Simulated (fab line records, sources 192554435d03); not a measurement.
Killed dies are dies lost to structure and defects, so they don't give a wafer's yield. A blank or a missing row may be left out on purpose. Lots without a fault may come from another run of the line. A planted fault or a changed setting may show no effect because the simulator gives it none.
Chamber matching | flow n5_finfet | N5_BEOL_M11_PECVD_70 on pecvd-04: 3 sister chambers
The step deposits SiO2 from TEOS/O2, target thk 20 nm, time 22.7 s. 22 wafers are shown with their chamber, then 11 later ones without.

WAFERS WITH THEIR CHAMBER
wafer  | chamber | throttle_valve_pct (%) | showerhead_plenum_p_Torr (Torr) | heater_power_w (W)
L077.2 | 1       | 23.3                   | 8.74                            | 923
L077.5 | 0       | 23.4                   | 8.70                            | 701
L077.6 | 2       | 21.5                   | 8.81                            | 854
L078.1 | 1       | 23.6                   | 8.74                            | 831
L078.3 | 2       | 21.6                   | 8.79                            | 814
L078.6 | 1       | 23.3                   | 8.75                            | 846
L082.1 | 2       | 21.5                   | 8.80                            | 868
L082.2 | 1       | 23.4                   | 8.74                            | 964
L082.3 | 0       | 23.5                   | 8.72                            | 637
L087.3 | 1       | 23.5                   | 8.77                            | 949
L087.4 | 1       | 23.2                   | 8.75                            | 944
L087.5 | 2       | 21.6                   | 8.80                            | 966
L090.2 | 2       | 21.5                   | 8.78                            | 904
L090.5 | 2       | 21.8                   | 8.80                            | 869
L090.6 | 1       | 23.4                   | 8.75                            | 963
L089.1 | 0       | 23.2                   | 8.71                            | 694
L089.5 | 0       | 23.5                   | 8.72                            | 684
L089.6 | 2       | 21.7                   | 8.82                            | 830
L091.1 | 1       | 23.5                   | 8.78                            | 969
L091.2 | 2       | 21.7                   | 8.78                            | 905
L091.6 | 1       | 23.5                   | 8.77                            | 950
L092.1 | 1       | 23.3                   | 8.76                            | 857

SIGNATURES (means of the wafers above)
reading                  | chamber 0 | chamber 1 | chamber 2 | scatter within a chamber
throttle_valve_pct       | 23.400    | 23.400    | 21.613    | 0.123
showerhead_plenum_p_Torr | 8.7125    | 8.7550    | 8.7975    | 0.0135
heater_power_w           | 679.00    | 919.60    | 876.25    | 48.5
Rule: a wafer's distance from a chamber is the root of the sum, over the readings, of the square of ((its reading less the chamber's mean) divided by the reading's scatter). The wafer belongs to the nearest chamber; if the next one is less than 2 further off, it can't be placed. The scatter: the root of (the sum of the squares of (reading less its chamber's mean) over the shown wafers, divided by (wafers less chambers)).

WAFERS WITHOUT THEIR CHAMBER
wafer  | throttle_valve_pct (%) | showerhead_plenum_p_Torr (Torr) | heater_power_w (W)
L092.3 | 23.6                   | 8.73                            | 752
L092.4 | 23.0                   | 8.78                            | 880
L093.2 | 23.5                   | 8.71                            | 660
L093.4 | 23.4                   | 8.76                            | 880
L093.5 | 23.4                   | 8.72                            | 667
L094.1 | 21.6                   | 8.79                            | 893
L094.2 | 23.1                   | 8.73                            | 995
L094.3 | 23.4                   | 8.74                            | 629
L097.1 | 23.3                   | 8.76                            | 836
L097.3 | 21.5                   | 8.79                            | 863
L097.5 | 23.6                   | 8.76                            | 841

WHICH CHAMBER EACH WENT THROUGH
wafer  | from the rows above     | in truth
L092.3 | can't be placed: 0 or 1 | 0
L092.4 | 1                       | 1
L093.2 | 0                       | 0
L093.4 | 1                       | 1
L093.5 | 0                       | 0
L094.1 | 2                       | 2
L094.2 | 1                       | 1
L094.3 | 0                       | 0
L097.1 | 1                       | 1
L097.3 | 2                       | 2
L097.5 | 1                       | 1
Placed correctly: 10 of 11. Can't be placed from these rows: 1 (the true chamber is among the candidates in 1). Placed wrongly: 0.
